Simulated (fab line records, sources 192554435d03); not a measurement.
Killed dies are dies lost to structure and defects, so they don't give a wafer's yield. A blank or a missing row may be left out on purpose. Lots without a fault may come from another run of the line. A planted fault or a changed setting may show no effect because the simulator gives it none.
Chamber matching | flow n5_finfet | N5_BEOL_M6_CURE_75 on uv_cure-01: 3 sister chambers
The step cures SiCOH lowk, time 120 s. 3 wafers are shown with their chamber, then 10 later ones without.

WAFERS WITH THEIR CHAMBER
wafer  | chamber | wafer_temp_C_max
L083.5 | 2       | 372.5
L084.5 | 1       | 371.3
L088.3 | 0       | 372.3

WAFERS WITHOUT THEIR CHAMBER
wafer  | wafer_temp_C_max
L088.6 | 372.2
L090.1 | 371.9
L090.2 | 372.4
L090.3 | 371.8
L091.3 | 370.9
L091.4 | 370.7
L091.5 | 371.3
L095.2 | 371.8
L095.3 | 372.6
L095.5 | 372.2

WHICH CHAMBER EACH WENT THROUGH
wafer  | from the rows above          | in truth
L088.6 | can't be placed: 0 or 2      | 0
L090.1 | can't be placed: 0 or 1 or 2 | 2
L090.2 | can't be placed: 0 or 2      | 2
L090.3 | can't be placed: 0 or 1 or 2 | 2
L091.3 | 1                            | 1
L091.4 | 1                            | 1
L091.5 | 1                            | 1
L095.2 | can't be placed: 0 or 1 or 2 | 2
L095.3 | can't be placed: 2 or 0      | 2
L095.5 | can't be placed: 0 or 2      | 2
Placed correctly: 3 of 10. Can't be placed from these rows: 7 (the true chamber is among the candidates in 7). Placed wrongly: 0.
How it was worked out, from the rows above alone: a wafer's distance from a chamber is the root of the sum, over the readings, of the square of ((its reading less the chamber's mean) divided by the reading's scatter). The wafer belongs to the nearest chamber; if the next one is less than 2 further off, it can't be placed. A chamber's mean is the mean of its shown wafers. The scatter: with one shown wafer a chamber, the root of the mean of the squares of how far each hidden wafer lies from its nearest shown one.
